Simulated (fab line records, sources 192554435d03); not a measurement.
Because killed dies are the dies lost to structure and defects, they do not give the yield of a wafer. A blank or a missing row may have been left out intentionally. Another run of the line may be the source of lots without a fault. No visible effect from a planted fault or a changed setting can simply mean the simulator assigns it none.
fab line records	flow n5Finfet
record lots=24	wafers=72	lastDay=17
route steps=1938 shown MOL_CONTACT_COAG@610 BEOL_M0_SAQP@638
lots that met no fault: from a run of the same line without faults
startH: the number of hours between the record's first day and the start of the first shown wafer of the lot	waitH: how many hours have passed since the lot's step before this one	" the same as in the row above	L1.1+2: several wafers, shown together as one row	- either no value or no given start	* or withheld: withheld	< > ~ a bound
route shown NAME@n: NAME is a module with steps in the file, n the number in the route of the first one	usual: mean/standard deviation taken from wafers without a fault	same: alike in all rows	chamber/n: place in a boat	sites: each site's reading	_std_site: standard deviation of those values	_edge_site: outer sites' mean less inner sites'	radiusMm: how far each site lies from the wafer's centre	mask NAME#n: copy n	behind: the last tool/chamber to shape the wafer	hold: why the lot was held/for how many hours/how that ended	device: names the non-switching transistor (n, p or np)	end of line: the same wafers' tests at the end of the route	a step without rows: its recipe alone	killed: dies that structure and defects cost at the first sort, which is not the same as the wafer's yield	map: shows each die of a wafer: x if killed, . if not, _ if none is there
set.NAME: the run value of the setting; set.NAME@STEP: its run value at that earlier step	model.NAME: the simulator's own value behind a step, which no gauge read
one table for each step of the route and one row for each wafer, over a sample of lots
services: a tool's chamber out of use, with start hour (startH, from the record's first day; less than 0 if before it), hours out, and reason
## steps
# step N5_MOL_CONTACT_COAG_ETCH_67
# recipe chemistry=N2/H2	target=SOC	targetDepthA=600	overetchA=210	maskMaterial=SiARC	tempC=40	timeS=101.2	ionEnergyEv=200	pressureMtorr=30	sourceW=840	biasW=150	n2FlowSccm=200	h2FlowSccm=200
# usual drypumpMotorCurrentA=5.8/0.49	oesProductAu=0.64/0.046	rfVppV=524.9/1.7	showerheadPlenumPTorr=2.58/0.058	throttleValvePct=17.92/0.21
lot.wafer	tool	chamber	startH	waitH	drypumpMotorCurrentA	oesProductAu	rfHoursCounterH	rfVppV	showerheadPlenumPTorr	throttleValvePct
L074.3	rieDiel-05	1	102.23	0.0	6.2	0.73	53	524.9	2.58	17.93
L074.5	"	1	"	"	6.2	0.72	-	526.0	2.58	17.90
L074.6	"	0	"	"	5.5	0.67	-	522.8	2.56	17.83
L075.3	rieDiel-02	3	102.87	0.0	5.9	0.66	99	523.5	2.56	18.12
L075.4	"	2	"	"	5.1	0.62	168	525.0	2.53	18.10
L075.6	"	1	"	"	6.3	0.60	-	522.7	2.53	17.70
L076.3	rieDiel-02	2	118.65	0.0	5.1	0.61	174	524.8	2.53	18.11
L076.4	"	3	"	"	5.9	0.65	105	525.4	2.56	18.13
L076.6	"	3	"	"	5.9	0.65	-	525.6	2.56	18.14
L077.2	rieDiel-06	2	123.45	0.0	5.5	0.67	94	522.8	2.57	17.74
L077.5	"	1	"	"	5.7	0.60	-	527.2	2.63	17.79
L077.6	"	0	"	"	6.4	0.60	-	523.4	2.52	18.23
L078.1	rieDiel-06	1	134.82	0.0	5.7	0.59	189	526.3	2.63	17.79
L078.3	"	0	"	"	6.4	0.60	183	524.1	2.52	18.24
L078.6	"	0	"	"	6.4	0.59	-	523.4	2.52	18.24
L079.1	rieDiel-02	1	138.45	0.0	6.3	0.59	214	523.2	2.53	17.71
L079.3	"	0	"	"	6.6	0.73	44	528.1	2.72	17.95
L079.5	"	3	"	"	5.8	0.64	-	526.2	2.56	18.16
L080.1	rieDiel-06	0	138.76	0.0	6.4	0.60	185	523.1	2.52	18.25
L080.2	"	3	"	"	5.7	0.70	74	523.8	2.57	17.90
L080.4	"	2	"	"	5.5	0.66	99	522.8	2.57	17.75
L081.2	rieDiel-06	0	144.49	0.0	6.4	0.60	187	523.1	2.52	18.23
L081.5	"	3	"	"	5.7	0.70	-	524.2	2.57	17.90
L081.6	"	2	"	"	5.5	0.66	-	524.8	2.57	17.75
L082.1	rieDiel-06	2	148.40	0.0	5.5	0.66	103	526.0	2.57	17.74
L082.2	"	3	"	"	5.7	0.70	77	524.4	2.57	17.91
L082.3	"	0	"	"	6.4	0.60	188	523.9	2.52	18.24
L083.3	rieDiel-06	1	157.06	0.0	5.7	0.59	198	527.5	2.62	17.81
L083.4	"	0	"	"	6.4	0.59	192	523.9	2.52	18.25
L083.5	"	3	"	"	5.7	0.70	-	525.3	2.57	17.90
L084.3	rieDiel-06	3	163.82	0.0	5.7	0.70	84	525.0	2.56	17.90
L084.4	"	0	"	"	6.4	0.59	-	522.8	2.52	18.23
L084.6	"	3	"	"	5.7	0.69	-	524.8	2.56	17.91
L085.2	rieDiel-05	2	174.59	0.0	4.9	0.61	184	528.5	2.64	17.64
L085.4	"	1	"	"	6.2	0.70	83	523.7	2.57	17.96
L085.5	"	2	"	"	4.9	0.62	-	524.9	2.64	17.64
L086.2	rieDiel-02	2	177.50	0.0	5.1	0.61	187	523.1	2.52	18.15
L086.3	"	0	"	"	6.5	0.72	52	525.9	2.71	17.95
L086.5	"	2	"	"	5.1	0.61	-	522.9	2.52	18.12
L087.3	rieDiel-05	1	181.82	0.0	6.2	0.69	86	525.4	2.57	17.96
L087.4	"	0	"	"	5.5	0.64	120	523.9	2.54	17.89
L087.5	"	1	"	"	6.2	0.69	-	525.4	2.57	17.96
L088.1	rieDiel-05	1	191.12	0.0	6.2	0.69	89	526.4	2.56	17.95
L088.3	"	3	"	"	5.5	0.69	95	527.3	2.66	17.61
L088.5	"	2	"	"	4.9	0.61	-	526.3	2.64	17.63
L089.1	rieDiel-05	1	193.99	0.0	6.2	0.69	90	525.7	2.56	17.98
L089.5	"	1	"	"	6.2	0.69	-	524.5	2.56	17.97
L089.6	"	2	"	"	4.9	0.61	-	525.8	2.64	17.65
L090.2	rieDiel-02	1	201.57	0.0	6.3	0.59	230	522.4	2.52	17.76
L090.5	"	3	"	"	5.9	0.63	-	524.2	2.55	18.18
L090.6	"	2	"	"	5.1	0.60	-	523.7	2.52	18.15
L091.1	rieDiel-02	1	207.48	0.0	6.3	0.59	232	524.4	2.52	17.73
L091.2	"	2	"	"	5.1	0.60	198	522.2	2.51	18.15
L091.6	"	3	"	"	5.9	0.63	-	525.0	2.55	18.18
L092.1	rieDiel-06	2	214.06	0.0	5.5	0.65	129	525.5	2.56	17.79
L092.3	"	0	"	"	6.4	0.59	215	524.2	2.51	18.28
L092.4	"	2	"	"	5.5	0.65	-	523.4	2.56	17.79
L093.2	rieDiel-06	0	218.50	0.0	6.4	0.58	217	523.7	2.51	18.29
L093.4	"	0	"	"	6.4	0.58	-	523.1	2.51	18.30
L093.5	"	2	"	"	5.5	0.65	-	525.3	2.56	17.79
L094.1	rieDiel-05	2	225.43	0.0	4.9	0.61	202	526.8	2.63	17.67
L094.2	"	1	"	"	6.2	0.68	102	522.9	2.56	17.99
L094.3	"	0	"	"	5.5	0.63	136	523.6	2.54	17.92
L095.2	rieDiel-02	3	228.03	0.0	5.9	0.62	137	524.4	2.55	18.19
L095.3	"	1	"	"	6.3	0.58	240	522.5	2.51	17.76
L095.5	"	3	"	"	5.9	0.62	-	523.7	2.55	18.21
L096.2	rieDiel-05	2	231.75	0.0	4.9	0.61	204	526.7	2.63	17.67
L096.4	"	3	"	"	5.5	0.67	111	527.3	2.66	17.63
L096.5	"	3	"	"	5.4	0.66	-	526.1	2.65	17.65
L097.1	rieDiel-06	3	235.62	0.0	5.7	0.67	107	523.9	2.55	17.95
L097.3	"	2	"	"	5.5	0.63	140	524.3	2.55	17.81
L097.5	"	3	"	"	5.7	0.67	-	523.9	2.55	17.95
# step N5_BEOL_M0_SAQP_PECVD_04
# recipe material=a-Si	targetThkA=600	tempC=350	precursor=SiH4/He	pressureTorr=3	rfW=100	timeS=60.2
# usual chamberPressureTorr=3.001/0.0061	heaterPowerW=633/70	showerheadPlenumPTorr=5.640/0.024	susceptorTempC=349.98/0.24	throttleValvePct=18.1/1.1
lot.wafer	tool	chamber	startH	waitH	chamberPressureTorr	heaterPowerW	showerheadPlenumPTorr	susceptorTempC	throttleValvePct
L074.3	pecvd-02	2	107.20	0.0	2.996	561	5.617	350.07	16.8
L074.5	"	2	"	"	2.997	578	5.625	349.72	16.7
L074.6	"	1	"	"	3.008	605	5.653	350.02	18.8
L075.3	pecvd-02	1	110.17	0.0	2.999	598	5.659	349.82	18.9
L075.4	"	0	"	"	3.008	637	5.616	350.35	17.8
L075.6	"	2	"	"	3.005	558	5.622	350.08	16.4
L076.3	pecvd-02	1	126.49	0.1	3.004	629	5.664	349.55	19.1
L076.4	"	0	"	"	3.010	574	5.631	349.87	17.7
L076.6	"	1	"	"	3.008	616	5.666	349.72	19.2
L077.2	pecvd-02	0	128.38	0.0	2.999	625	5.636	350.15	18.0
L077.5	"	2	"	"	3.001	598	5.629	349.86	16.8
L077.6	"	1	"	"	3.002	639	5.678	349.76	19.1
L078.1	pecvd-02	1	139.89	0.0	3.008	646	5.674	350.13	18.9
L078.3	"	2	"	"	2.993	603	5.633	350.03	16.7
L078.6	"	0	"	"	2.987	596	5.622	349.90	17.6
L079.1	pecvd-04	1	144.69	0.0	3.002	792	5.652	350.12	18.7
L079.3	"	2	"	"	3.003	780	5.680	350.17	17.4
L079.5	"	1	"	"	2.998	806	5.635	349.81	18.6
L080.1	pecvd-04	2	147.33	0.0	2.997	773	5.683	350.04	17.5
L080.2	"	1	"	"	3.005	716	5.641	349.94	18.9
L080.4	"	2	"	"	3.007	780	5.664	349.85	17.3
L081.2	pecvd-04	0	150.29	0.0	2.999	585	5.617	349.96	19.1
L081.5	"	1	"	"	3.003	739	5.642	349.81	19.1
L081.6	"	0	"	"	2.998	580	5.610	349.67	19.3
L082.1	pecvd-02	0	154.33	0.0	3.011	646	5.629	349.92	17.8
L082.2	"	1	"	"	3.004	604	5.672	350.22	19.1
L082.3	"	2	"	"	2.996	588	5.616	349.96	16.6
L083.3	pecvd-01	1	162.64	0.0	2.990	624	5.609	350.17	20.9
L083.4	"	0	"	"	2.998	693	5.626	349.82	16.5
L083.5	"	1	"	"	2.999	643	5.614	350.26	21.0
L084.3	pecvd-04	0	169.21	0.0	2.990	675	5.612	350.35	19.1
L084.4	"	2	"	"	2.996	753	5.679	350.00	17.5
L084.6	"	0	"	"	3.000	647	5.618	350.34	19.1
L085.2	pecvd-02	0	179.58	0.0	3.004	639	5.626	350.00	17.8
L085.4	"	2	"	"	3.003	572	5.612	350.28	16.8
L085.5	"	0	"	"	2.988	667	5.646	350.32	17.9
L086.2	pecvd-02	2	183.24	0.0	3.007	510	5.621	350.14	16.6
L086.3	"	0	"	"	3.003	644	5.630	349.99	17.6
L086.5	"	1	"	"	2.996	623	5.649	349.31	19.1
L087.3	pecvd-02	1	188.06	0.0	3.003	605	5.655	349.69	18.9
L087.4	"	0	"	"	3.002	576	5.636	350.21	17.9
L087.5	"	1	"	"	3.004	630	5.661	349.82	19.0
L088.1	pecvd-02	2	196.62	0.0	2.998	593	5.614	349.67	16.5
L088.3	"	1	"	"	2.994	606	5.669	349.89	18.8
L088.5	"	1	"	"	2.986	608	5.673	350.23	19.0
L089.1	pecvd-02	2	201.39	0.0	3.010	556	5.639	349.78	16.6
L089.5	"	2	"	"	2.996	576	5.611	350.02	16.7
L089.6	"	1	"	"	2.995	563	5.658	349.80	19.0
L090.2	pecvd-04	1	208.35	0.0	3.007	774	5.646	350.24	19.2
L090.5	"	2	"	"	2.998	707	5.678	350.25	17.6
L090.6	"	0	"	"	3.009	629	5.614	350.13	19.1
L091.1	pecvd-02	0	213.45	0.0	2.998	623	5.640	349.52	18.2
L091.2	"	2	"	"	2.991	600	5.621	350.07	16.7
L091.6	"	0	"	"	2.997	654	5.638	349.35	17.8
L092.1	pecvd-02	0	219.66	0.0	3.005	657	5.628	349.82	17.9
L092.3	"	2	"	"	3.008	562	5.637	350.27	17.0
L092.4	"	2	"	"	3.003	576	5.620	350.30	16.7
L093.2	pecvd-01	0	224.11	0.0	3.007	671	5.617	350.16	16.7
L093.4	"	1	"	"	3.001	611	5.625	349.68	20.7
L093.5	"	1	"	"	2.993	628	5.614	349.89	20.7
L094.1	pecvd-04	1	230.71	0.0	3.000	793	5.636	350.40	18.9
L094.2	"	2	"	"	3.005	764	5.673	350.00	17.3
L094.3	"	0	"	"	3.001	677	5.618	349.79	19.2
L095.2	pecvd-02	0	233.69	0.0	3.002	561	5.628	349.81	18.0
L095.3	"	2	"	"	3.002	594	5.628	349.94	16.7
L095.5	"	1	"	"	3.006	580	5.680	350.12	19.2
L096.2	pecvd-01	1	237.07	0.0	3.008	658	5.621	349.98	20.9
L096.4	"	0	"	"	3.005	690	5.628	349.77	16.7
L096.5	"	1	"	"	3.012	662	5.626	350.06	20.9
L097.1	pecvd-02	1	242.46	0.0	3.013	643	5.661	349.94	18.9
L097.3	"	2	"	"	3.003	602	5.611	350.20	16.7
L097.5	"	2	"	"	3.009	596	5.621	350.01	17.1
# step N5_BEOL_M0_SAQP_HM_DEP_111
# recipe material=SiO2	targetThkA=120	tempC=400	precursor=SiH4/N2O	pressureTorr=0.75	rfW=275	timeS=7.2
# usual chamberPressureTorr=0.7498/0.0017	heaterPowerW=808/91	showerheadPlenumPTorr=8.07/0.081	susceptorTempC=400.00/0.21
lot.wafer	tool	chamber	startH	waitH	chamberPressureTorr	heaterPowerW	showerheadPlenumPTorr	susceptorTempC
L074.3	pecvd-01	1	107.33	0.0	0.7495	811	8.02	399.61
L074.5	"	0	"	"	0.7520	721	8.01	400.08
L074.6	"	2	"	"	0.7496	798	8.25	399.84
L075.3	pecvd-01	0	110.30	0.0	0.7496	842	8.01	400.19
L075.4	"	2	"	"	0.7452	865	8.25	400.07
L075.6	"	1	"	"	0.7523	796	8.01	400.18
L076.3	pecvd-01	0	126.65	0.1	0.7506	832	8.02	399.48
L076.4	"	1	"	"	0.7487	694	8.02	400.03
L076.6	"	0	"	"	0.7479	860	8.01	399.75
L077.2	pecvd-01	0	128.51	0.0	0.7482	872	8.02	400.16
L077.5	"	1	"	"	0.7482	780	8.02	399.91
L077.6	"	2	"	"	0.7501	859	8.26	400.51
L078.1	pecvd-02	1	140.02	0.0	0.7526	703	8.14	399.57
L078.3	"	0	"	"	0.7508	713	8.06	399.85
L078.6	"	0	"	"	0.7509	703	8.07	399.81
L079.1	pecvd-01	1	144.82	0.0	0.7485	804	8.04	400.03
L079.3	"	1	"	"	0.7517	792	8.04	400.18
L079.5	"	1	"	"	0.7491	824	8.01	400.26
L080.1	pecvd-02	0	147.48	0.0	0.7490	702	8.03	399.65
L080.2	"	1	"	"	0.7517	751	8.13	400.17
L080.4	"	2	"	"	0.7494	668	8.02	400.18
L081.2	pecvd-01	0	150.43	0.0	0.7518	871	8.01	400.43
L081.5	"	2	"	"	0.7489	835	8.25	399.68
L081.6	"	1	"	"	0.7498	809	8.04	399.89
L082.1	pecvd-01	0	154.46	0.0	0.7478	798	7.99	399.59
L082.2	"	2	"	"	0.7477	864	8.24	399.87
L082.3	"	1	"	"	0.7500	714	8.03	399.88
L083.3	pecvd-04	2	162.77	0.0	0.7523	939	8.17	399.99
L083.4	"	1	"	"	0.7517	950	8.09	399.81
L083.5	"	0	"	"	0.7504	832	8.00	399.84
L084.3	pecvd-01	0	169.34	0.0	0.7496	800	8.02	400.04
L084.4	"	0	"	"	0.7469	792	8.02	399.88
L084.6	"	1	"	"	0.7484	807	8.04	399.82
L085.2	pecvd-04	0	179.71	0.0	0.7494	766	7.98	399.76
L085.4	"	1	"	"	0.7511	918	8.07	400.14
L085.5	"	0	"	"	0.7493	764	8.00	399.78
L086.2	pecvd-02	2	183.37	0.0	0.7506	676	8.02	399.63
L086.3	"	0	"	"	0.7499	789	8.06	399.91
L086.5	"	0	"	"	0.7504	773	8.04	399.57
L087.3	pecvd-04	1	188.19	0.0	0.7503	1025	8.10	400.01
L087.4	"	2	"	"	0.7493	906	8.14	399.86
L087.5	"	1	"	"	0.7495	1001	8.06	400.01
L088.1	pecvd-02	1	196.78	0.0	0.7475	680	8.13	400.47
L088.3	"	1	"	"	0.7487	691	8.12	400.03
L088.5	"	1	"	"	0.7453	696	8.14	400.31
L089.1	pecvd-04	2	201.53	0.0	0.7469	903	8.17	400.45
L089.5	"	2	"	"	0.7491	948	8.19	399.74
L089.6	"	0	"	"	0.7525	835	7.97	400.05
L090.2	pecvd-01	1	208.49	0.0	0.7468	784	8.02	400.03
L090.5	"	0	"	"	0.7513	867	7.99	399.48
L090.6	"	1	"	"	0.7533	779	8.04	399.85
L091.1	pecvd-01	1	213.58	0.0	0.7508	742	8.02	400.24
L091.2	"	0	"	"	0.7506	820	8.03	399.94
L091.6	"	0	"	"	0.7486	819	8.02	399.99
L092.1	pecvd-02	2	219.79	0.0	0.7487	746	8.03	400.06
L092.3	"	0	"	"	0.7469	789	8.05	400.02
L092.4	"	2	"	"	0.7486	722	8.04	399.93
L093.2	pecvd-02	2	224.27	0.0	0.7492	636	8.04	400.08
L093.4	"	1	"	"	0.7505	664	8.14	399.84
L093.5	"	2	"	"	0.7496	626	8.01	400.22
L094.1	pecvd-04	0	230.85	0.0	0.7501	778	8.00	400.12
L094.2	"	1	"	"	0.7518	1047	8.08	399.89
L094.3	"	2	"	"	0.7493	936	8.17	399.49
L095.2	pecvd-01	1	233.83	0.0	0.7515	830	8.03	400.31
L095.3	"	2	"	"	0.7485	893	8.21	400.12
L095.5	"	2	"	"	0.7484	896	8.22	400.20
L096.2	pecvd-04	0	237.20	0.0	0.7505	788	8.00	399.90
L096.4	"	1	"	"	0.7512	984	8.09	399.94
L096.5	"	0	"	"	0.7464	809	7.97	400.22
L097.1	pecvd-01	0	242.62	0.0	0.7503	886	8.02	399.77
L097.3	"	1	"	"	0.7511	766	8.02	400.30
L097.5	"	1	"	"	0.7525	793	8.06	400.60
# step N5_BEOL_M0_SAQP_OVL_MEAS_15
# recipe pointsPerWafer=44
# usual M0_CORE_OVL=-0.6/0.68
lot.wafer	tool	chamber	startH	waitH	M0_CORE_OVL[nm]
L074.3	overlay-01	0	107.81	0.0	-0.6
L074.5	"	0	"	"	-0.6
L074.6	"	0	"	"	-0.2
L075.3	overlay-01	0	110.78	0.0	-2.2
L075.4	"	0	"	"	-1.4
L075.6	"	0	"	"	-1.6
L076.3	overlay-01	0	127.00	0.0	-0.4
L076.4	"	0	"	"	-0.6
L076.6	"	0	"	"	-0.7
L077.2	overlay-01	0	128.99	0.0	-0.1
L077.5	"	0	"	"	-0.2
L077.6	"	0	"	"	0.2
L078.1	overlay-02	0	140.49	0.0	-0.7
L078.3	"	0	"	"	-0.2
L078.6	"	0	"	"	-0.8
L079.1	overlay-02	0	145.40	0.0	-0.2
L079.3	"	0	"	"	-0.5
L079.5	"	0	"	"	0.0
L080.1	overlay-01	0	147.95	0.0	-1.5
L080.2	"	0	"	"	-1.0
L080.4	"	0	"	"	-0.5
L081.2	overlay-01	0	150.91	0.0	-0.8
L081.5	"	0	"	"	-1.2
L081.6	"	0	"	"	-0.4
L082.1	overlay-01	0	154.94	0.0	0.2
L082.2	"	0	"	"	0.0
L082.3	"	0	"	"	-0.6
L083.3	overlay-02	0	163.13	0.0	-1.5
L083.4	"	0	"	"	-1.4
L083.5	"	0	"	"	-1.6
L084.3	overlay-01	0	169.69	0.0	-0.1
L084.4	"	0	"	"	0.8
L084.6	"	0	"	"	-1.6
L085.2	overlay-01	0	180.19	0.0	-1.2
L085.4	"	0	"	"	-0.1
L085.5	"	0	"	"	-0.7
L086.2	overlay-02	0	183.85	0.0	-0.7
L086.3	"	0	"	"	0.5
L086.5	"	0	"	"	0.4
L087.3	overlay-01	0	188.67	0.0	-1.0
L087.4	"	0	"	"	-0.7
L087.5	"	0	"	"	-0.6
L088.1	overlay-01	0	197.16	0.0	0.0
L088.3	"	0	"	"	-0.9
L088.5	"	0	"	"	-0.9
L089.1	overlay-02	0	201.88	0.0	-0.8
L089.5	"	0	"	"	-0.1
L089.6	"	0	"	"	-0.7
L090.2	overlay-02	0	208.86	0.0	-1.9
L090.5	"	0	"	"	-1.0
L090.6	"	0	"	"	-1.4
L091.1	overlay-02	0	213.96	0.0	-0.7
L091.2	"	0	"	"	0.2
L091.6	"	0	"	"	-1.0
L092.1	overlay-01	0	220.15	0.0	0.3
L092.3	"	0	"	"	-1.4
L092.4	"	0	"	"	0.1
L093.2	overlay-02	0	224.63	0.0	-0.4
L093.4	"	0	"	"	-0.4
L093.5	"	0	"	"	-0.1
L094.1	overlay-01	0	231.20	0.0	-0.5
L094.2	"	0	"	"	0.7
L094.3	"	0	"	"	-0.4
L095.2	overlay-01	0	234.30	0.0	-0.6
L095.3	"	0	"	"	-1.0
L095.5	"	0	"	"	0.3
L096.2	overlay-01	0	237.68	0.0	-1.2
L096.4	"	0	"	"	-0.9
L096.5	"	0	"	"	-1.2
L097.1	overlay-01	0	243.10	0.0	-0.6
L097.3	"	0	"	"	0.3
L097.5	"	0	"	"	0.1
# step N5_BEOL_M0_SAQP_RECESS_114
# recipe chemistry=HF/NH3	target=SiO2	targetDepthA=144	afsCycles=3	tempC=30	sublimationTempC=180	sublimationTimeS=60
# usual drypumpMotorCurrentA=5.7/0.53
lot.wafer	tool	chamber	startH	waitH	drypumpMotorCurrentA
L074.3	vaporEtch-02	1	108.51	0.1	6.5
L074.5	"	1	"	"	6.5
L074.6	"	0	"	"	5.9
L075.3	vaporEtch-02	1	113.12	0.1	6.5
L075.4	"	0	"	"	5.8
L075.6	"	0	"	"	5.8
L076.3	vaporEtch-01	1	127.88	0.1	5.0
L076.4	"	0	"	"	5.9
L076.6	"	1	"	"	5.0
L077.2	vaporEtch-01	1	129.97	0.0	5.0
L077.5	"	0	"	"	6.0
L077.6	"	1	"	"	5.0
L078.1	vaporEtch-01	0	141.07	0.0	5.9
L078.3	"	1	"	"	5.0
L078.6	"	1	"	"	5.0
L079.1	vaporEtch-01	1	145.96	0.0	5.0
L079.3	"	0	"	"	5.9
L079.5	"	0	"	"	5.9
L080.1	vaporEtch-01	0	148.52	0.0	5.9
L080.2	"	1	"	"	5.0
L080.4	"	1	"	"	5.0
L081.2	vaporEtch-02	0	151.59	0.0	5.8
L081.5	"	0	"	"	5.8
L081.6	"	1	"	"	6.5
L082.1	vaporEtch-01	0	156.17	0.0	5.9
L082.2	"	1	"	"	5.0
L082.3	"	1	"	"	5.0
L083.3	vaporEtch-01	0	163.81	0.1	5.9
L083.4	"	1	"	"	5.0
L083.5	"	1	"	"	5.0
L084.3	vaporEtch-01	1	170.65	0.1	5.0
L084.4	"	0	"	"	5.9
L084.6	"	1	"	"	5.0
L085.2	vaporEtch-02	0	180.76	0.0	5.8
L085.4	"	1	"	"	6.5
L085.5	"	1	"	"	6.5
L086.2	vaporEtch-02	1	184.56	0.0	6.5
L086.3	"	0	"	"	5.9
L086.5	"	0	"	"	5.8
L087.3	vaporEtch-02	1	189.51	0.1	6.5
L087.4	"	0	"	"	5.8
L087.5	"	0	"	"	5.8
L088.1	vaporEtch-01	0	197.73	0.0	5.9
L088.3	"	1	"	"	5.0
L088.5	"	1	"	"	5.0
L089.1	vaporEtch-01	0	202.69	0.0	5.9
L089.5	"	1	"	"	5.0
L089.6	"	0	"	"	5.9
L090.2	vaporEtch-02	1	209.48	0.1	6.4
L090.5	"	0	"	"	5.8
L090.6	"	1	"	"	6.4
L091.1	vaporEtch-01	1	214.65	0.0	5.0
L091.2	"	0	"	"	5.9
L091.6	"	0	"	"	5.9
L092.1	vaporEtch-01	1	220.97	0.0	5.0
L092.3	"	1	"	"	5.0
L092.4	"	0	"	"	6.0
L093.2	vaporEtch-02	1	225.24	0.0	6.5
L093.4	"	1	"	"	6.5
L093.5	"	0	"	"	5.8
L094.1	vaporEtch-01	1	231.76	0.0	5.0
L094.2	"	0	"	"	5.9
L094.3	"	1	"	"	5.0
L095.2	vaporEtch-02	1	234.86	0.0	6.5
L095.3	"	1	"	"	6.4
L095.5	"	1	"	"	6.5
L096.2	vaporEtch-01	1	238.28	0.0	5.0
L096.4	"	0	"	"	5.9
L096.5	"	1	"	"	5.0
L097.1	vaporEtch-02	0	243.70	0.0	5.8
L097.3	"	0	"	"	5.8
L097.5	"	0	"	"	5.8
# step N5_BEOL_M0_SAQP_RECESS_109
# recipe chemistry=HF/NH3	target=SiO2	targetDepthA=30	afsCycles=1	tempC=30	sublimationTempC=180	sublimationTimeS=60
# usual drypumpMotorCurrentA=5.6/0.53
lot.wafer	tool	chamber	startH	waitH	drypumpMotorCurrentA
L074.3	vaporEtch-01	0	110.81	0.1	5.9
L074.5	"	1	"	"	5.0
L074.6	"	0	"	"	5.9
L075.3	vaporEtch-01	0	115.73	0.1	5.9
L075.4	"	1	"	"	5.0
L075.6	"	1	"	"	5.0
L076.3	vaporEtch-02	1	129.80	0.1	6.5
L076.4	"	0	"	"	5.8
L076.6	"	1	"	"	6.4
L077.2	vaporEtch-01	1	133.02	0.0	5.0
L077.5	"	0	"	"	6.0
L077.6	"	1	"	"	5.0
L078.1	vaporEtch-01	0	143.00	0.0	5.9
L078.3	"	0	"	"	5.9
L078.6	"	0	"	"	5.9
L079.1	vaporEtch-02	0	147.88	0.0	5.8
L079.3	"	0	"	"	5.8
L079.5	"	1	"	"	6.4
L080.1	vaporEtch-01	1	150.67	0.0	5.0
L080.2	"	0	"	"	5.9
L080.4	"	1	"	"	5.0
L081.2	vaporEtch-01	0	153.51	0.0	5.9
L081.5	"	1	"	"	5.0
L081.6	"	0	"	"	6.0
L082.1	vaporEtch-01	1	160.30	0.0	5.0
L082.2	"	0	"	"	5.9
L082.3	"	1	"	"	5.0
L083.3	vaporEtch-01	0	165.65	0.1	5.9
L083.4	"	1	"	"	5.0
L083.5	"	1	"	"	5.0
L084.3	vaporEtch-01	1	172.67	0.1	5.0
L084.4	"	0	"	"	5.9
L084.6	"	0	"	"	5.9
L085.2	vaporEtch-02	1	183.35	0.0	6.5
L085.4	"	1	"	"	6.5
L085.5	"	1	"	"	6.5
L086.2	vaporEtch-01	1	186.80	0.0	5.0
L086.3	"	0	"	"	5.9
L086.5	"	1	"	"	5.0
L087.3	vaporEtch-01	0	192.74	0.1	5.9
L087.4	"	1	"	"	5.0
L087.5	"	1	"	"	5.0
L088.1	vaporEtch-01	0	199.68	0.0	6.0
L088.3	"	1	"	"	5.0
L088.5	"	0	"	"	5.9
L089.1	vaporEtch-02	1	204.91	0.1	6.5
L089.5	"	1	"	"	6.5
L089.6	"	0	"	"	5.8
L090.2	vaporEtch-01	1	211.45	0.0	5.0
L090.5	"	0	"	"	6.0
L090.6	"	1	"	"	5.0
L091.1	vaporEtch-01	0	217.22	0.0	5.9
L091.2	"	1	"	"	5.0
L091.6	"	0	"	"	5.9
L092.1	vaporEtch-01	1	222.92	0.0	5.0
L092.3	"	1	"	"	5.0
L092.4	"	0	"	"	5.9
L093.2	vaporEtch-01	0	227.29	0.1	5.9
L093.4	"	1	"	"	5.0
L093.5	"	0	"	"	5.9
L094.1	vaporEtch-02	1	233.80	0.0	6.4
L094.2	"	0	"	"	5.8
L094.3	"	0	"	"	5.8
L095.2	vaporEtch-01	1	237.28	0.0	5.0
L095.3	"	0	"	"	5.9
L095.5	"	1	"	"	5.0
L096.2	vaporEtch-01	1	240.75	0.0	5.0
L096.4	"	1	"	"	5.0
L096.5	"	1	"	"	5.0
L097.1	vaporEtch-02	1	246.20	0.4	6.5
L097.3	"	0	"	"	5.8
L097.5	"	0	"	"	5.8
## services
tool	chamber	startH	hours	kind
pecvd-01	2	79.71	5.0	scheduledDown
pecvd-01	1	87.10	7.3	repair
rieDiel-06	3	91.74	2.4	repair
vaporEtch-02	-	103.18	2.8	pm
pecvd-02	1	104.67	2.1	scheduledDown
vaporEtch-01	-	119.15	0.4	repair
pecvd-02	2	125.79	2.1	scheduledDown
pecvd-04	-	129.76	2.1	repair
pecvd-04	-	134.06	2.2	repair
pecvd-01	0	135.19	14.8	repair
rieDiel-02	-	156.72	16.8	repair
rieDiel-06	1	161.09	4.9	repair
rieDiel-05	2	164.28	5.6	repair
pecvd-01	-	178.46	0.7	repair
vaporEtch-01	-	182.68	2.2	repair
pecvd-02	0	192.85	6.5	repair
pecvd-01	-	195.58	6.0	pm
rieDiel-06	3	211.16	15.1	repair
pecvd-04	-	218.53	6.0	pm
rieDiel-02	2	226.34	13.2	repair
rieDiel-06	1	233.21	4.6	repair
vaporEtch-02	-	238.06	1.0	repair
pecvd-02	0	238.79	12.3	repair
rieDiel-06	-	242.52	0.3	repair
## key
fault none
